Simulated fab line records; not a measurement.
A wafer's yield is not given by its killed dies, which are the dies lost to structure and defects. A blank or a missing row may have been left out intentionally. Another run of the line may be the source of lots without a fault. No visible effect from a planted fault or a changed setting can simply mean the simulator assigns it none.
The tool behind it: which one? / flow nand harc / 7 lots (21 wafers sampled), 1 step of a 1302-step route

== WHAT THE GAUGES READ, wafer by wafer ==
NHARC_P_M2_CD_MEAS_09 targets a cd of 170 nm.
lot=L636; measured=day 6 20:32; on=cd sem-02; cd nm (nm)=170.1 170.8 169.5
lot=L640; measured=day 8 20:01; on=cd sem-01; cd nm (nm)=170.6 170.2 170.4
lot=L643; measured=day 9 23:40; on=cd sem-02; cd nm (nm)=170.2 170.5 169.5
lot=L647; measured=day 11 13:06; on=cd sem-01; cd nm (nm)=169.6 169.6 170.9
lot=L650; measured=day 12 11:09; on=cd sem-01; cd nm (nm)=169.2 169.2 169.9
lot=L651; measured=day 13 04:12; on=cd sem-01; cd nm (nm)=169.8 169.5 170.2
lot=L658; measured=day 15 20:46; on=cd sem-03; cd nm (nm)=170.2 170.5 170.3

== EACH LOT AND THE TOOL THAT RAN IT (in order: tool; ch and the chambers of the sampled wafers; start) ==
The record holds no process step before these readings.

== THE ANSWER, worked out from the rows above alone ==
Rule: the lots themselves supply what counts as usual. Put in order of their means at a reading, lots are off if they are a third of the lots or fewer, leave a main group of 4 or more, and stand apart from it by a gap of 3 or more times the standard deviation of the main group's means; of several such gaps the widest counts. A main group whose means are all the same, to the digits that the tables above print for the reading, isn't used. A lot without any number at a reading at which 4 lots or more have one is off too. The other lots that the step has rows for count as sound.
Across all readings shown, no lot is off: no conclusion can be drawn from this.

== WHAT THE SIMULATOR HAD PUT IN ==
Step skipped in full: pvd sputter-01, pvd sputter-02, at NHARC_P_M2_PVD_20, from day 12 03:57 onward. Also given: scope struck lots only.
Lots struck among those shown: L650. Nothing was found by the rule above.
